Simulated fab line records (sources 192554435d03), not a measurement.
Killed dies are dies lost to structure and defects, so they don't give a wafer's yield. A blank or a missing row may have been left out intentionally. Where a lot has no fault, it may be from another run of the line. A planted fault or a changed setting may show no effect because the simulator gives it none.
Which tool did it?	flow n5Finfet	Sampling: 8 lots, 24 wafers, 5 of 1938 route steps

## WHAT EACH GAUGE READ, for each wafer
N5_BEOL_M4_RC_MEAS_101.
lot	measured	on	IOFF_N_LONG (nA/um)
L908	day 9 07:46	prober-01	5.27e-05 5.32e-05 5.23e-05
L913	day 10 14:59	prober-01	0.0084762 0.0082906 0.0084384
L914	day 10 23:31	prober-01	0.0075507 0.0075824 0.0075259
L916	day 10 20:46	prober-01	5.36e-05 5.45e-05 5.48e-05
L923	day 12 21:50	prober-02	5.41e-05 5.4e-05 5.52e-05
L924	day 13 01:29	prober-01	5.57e-05 5.61e-05 5.66e-05
L925	day 13 12:31	prober-02	5.5e-05 5.5e-05 5.47e-05
L926	day 13 15:20	prober-01	5.51e-05 5.56e-05 5.64e-05

## EACH LOT AND THE TOOL THAT RAN IT (in order: tool; ch and the chambers of the sampled wafers; start)
lot	N5_HKMG_FIN_DESCUM_17	N5_HKMG_FIN_ETCH_32	N5_HKMG_FIN_ALD_91	N5_HKMG_FIN_STRIP_88
L908	rieDiel-02 ch 0,1,2, day 5 02:39	rieDiel-02 ch 0,1,2, day 5 02:44	aldMetal-02 ch 2,3, day 5 03:38	plasmaAsher-01 ch 0,1, day 5 04:13
L913	rieDiel-04 ch 0,2,3, day 6 09:22	rieDiel-04 ch 0,2,3, day 6 09:27	aldMetal-02 ch 0,2,3, day 6 10:20	plasmaAsher-01 ch 0,1, day 6 10:58
L914	rieDiel-02 ch 0,2,3, day 6 17:18	rieDiel-02 ch 0,2,3, day 6 17:23	aldMetal-02 ch 1,2,3, day 6 18:17	plasmaAsher-02 ch 0,1, day 6 19:00
L916	rieDiel-02 ch 0,2,3, day 7 04:34	rieDiel-02 ch 0,2,3, day 7 04:39	aldMetal-01 ch 0,1,3, day 7 05:32	plasmaAsher-02 ch 0,1, day 7 06:10
L923	rieDiel-03 ch 1,3, day 8 20:47	rieDiel-03 ch 1,3, day 8 20:53	aldMetal-02 ch 1,2, day 8 21:46	plasmaAsher-01 ch 0,1, day 8 22:22
L924	rieDiel-04 ch 1,3, day 9 10:03	rieDiel-04 ch 1,3, day 9 10:08	aldMetal-03 ch 1,2,3, day 9 11:02	plasmaAsher-02 ch 0,1, day 9 11:44
L925	rieDiel-03 ch 0,2, day 9 10:07	rieDiel-03 ch 0,2, day 9 10:13	aldMetal-02 ch 2,3, day 9 11:06	plasmaAsher-01 ch 0,1, day 9 11:45
L926	rieDiel-03 ch 2,3, day 9 17:04	rieDiel-03 ch 2,3, day 9 17:09	aldMetal-01 ch 1,3, day 9 18:02	plasmaAsher-01 ch 0,1, day 9 18:47
- N5_HKMG_FIN_DESCUM_17: chemistry O2, time 7.9 s.
- N5_HKMG_FIN_ETCH_32: etches SOC in N2/H2, target depth 240 nm, time 300 s.
- N5_HKMG_FIN_ALD_91: deposits TiN, target thk 1 nm, pulse time 1 s, purge time 3 s.
- N5_HKMG_FIN_STRIP_88: strips in N2/H2, time 360 s.

## THE ANSWER, worked out from the rows above alone
Rule: usual is defined by the lots themselves. Put in order of their means at a reading, lots are off if they are a third of the lots or fewer, leave a main group of 4 or more, and stand apart from it by a gap of 3 or more times the standard deviation of the main group's means; of several such gaps the widest counts. The tables above print the reading to a certain number of digits; a main group whose means all agree to those digits is not used. Also off: a lot with no number at a reading for which 4 or more lots have one. All remaining lots with rows at the step are treated as sound.
Off: at N5_BEOL_M4_RC_MEAS_101 (IOFF_N_LONG), L913, L914. Main group: mean 5.47e-05 nA/um, sd 1.1e-06.
A tool fits if, at a process step before that reading, it ran every lot that is off, and no sound lot after the first of them. Those tools and the gauges at N5_BEOL_M4_RC_MEAS_101 are tried in the same way. No candidate that was tried fits.

## WHAT HAD BEEN PUT IN BY THE SIMULATOR
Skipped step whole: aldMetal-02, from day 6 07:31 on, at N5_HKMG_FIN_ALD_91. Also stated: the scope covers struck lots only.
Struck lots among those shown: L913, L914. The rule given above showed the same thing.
